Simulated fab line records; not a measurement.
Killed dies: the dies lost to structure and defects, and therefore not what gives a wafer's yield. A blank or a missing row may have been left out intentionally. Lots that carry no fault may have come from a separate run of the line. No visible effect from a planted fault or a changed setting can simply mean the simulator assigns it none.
Which tool did it? + flow nand_harc + 6 lots with 18 wafers sampled at 4 steps, on a route of 1159 steps

## WHAT THE GAUGES SHOWED, per wafer
NHARC_P_CONTACT_CD_MEAS_12: target cd 90 nm.
| lot  | measured    | on        | cd_nm (nm)     |
|------|-------------|-----------|----------------|
| L866 | day 5 17:02 | cd_sem-02 | 89.6 89.7 89.6 |
| L871 | day 6 21:25 | cd_sem-03 | 90.5 90.2 90.3 |
| L875 | day 7 13:43 | cd_sem-01 | 89.5 90.3 91.5 |
| L878 | day 8 15:59 | cd_sem-01 | 89.4 89.5 89.3 |
| L880 | day 8 16:45 | cd_sem-01 | 89.9 88.7 89.8 |
| L881 | day 9 11:45 | cd_sem-01 | 91.1 90.9 91.1 |

## TOOL THAT RAN EACH LOT (tool first, then ch and the chambers of the sampled wafers, then the start)
| lot  | NHARC_P_GATE_DESCUM_93            | NHARC_P_GATE_RTA_64             | NHARC_P_CONTACT_EXPOSE_09         |
|------|-----------------------------------|---------------------------------|-----------------------------------|
| L866 | rie_diel-03 ch 0,2,3, day 5 12:23 | rtp_anneal-02 ch 0, day 5 14:05 | arfi_scanner-02 ch 0, day 5 16:53 |
| L871 | rie_diel-06 ch 0,1, day 6 16:50   | rtp_anneal-01 ch 0, day 6 18:36 | arfi_scanner-01 ch 0, day 6 21:17 |
| L875 | rie_diel-06 ch 1,2,3, day 7 08:59 | rtp_anneal-02 ch 0, day 7 10:50 | arfi_scanner-01 ch 0, day 7 13:34 |
| L878 | rie_diel-08 ch 0,1,3, day 8 11:28 | rtp_anneal-01 ch 0, day 8 13:07 | arfi_scanner-02 ch 0, day 8 15:50 |
| L880 | rie_diel-08 ch 0,2, day 8 12:13   | rtp_anneal-02 ch 0, day 8 13:55 | arfi_scanner-02 ch 0, day 8 16:37 |
| L881 | rie_diel-06 ch 1,2,3, day 9 06:46 | rtp_anneal-02 ch 0, day 9 08:55 | arfi_scanner-03 ch 0, day 9 11:37 |
- NHARC_P_GATE_DESCUM_93: chemistry O2, time 3 s.
- NHARC_P_GATE_RTA_64: time 1 s.
- NHARC_P_CONTACT_EXPOSE_09: exposes mask P CA, target cd 90 nm.

## THE ANSWER, worked out from the rows above alone
Rule: the lots themselves supply what counts as usual. Put in order of their means at a reading, lots are off if they are a third of the lots or fewer, leave a main group of 4 or more, and stand apart from it by a gap of 3 or more times the standard deviation of the main group's means; of several such gaps the widest counts. Not used: any main group whose means are identical at the precision the tables above print for the reading. Also off: a lot with no number at a reading for which 4 or more lots have one. Any other lot the step has rows for is counted as sound.
None of the lots is off at any reading shown; this tells nothing.

## WHAT THE SIMULATOR HAD INSERTED
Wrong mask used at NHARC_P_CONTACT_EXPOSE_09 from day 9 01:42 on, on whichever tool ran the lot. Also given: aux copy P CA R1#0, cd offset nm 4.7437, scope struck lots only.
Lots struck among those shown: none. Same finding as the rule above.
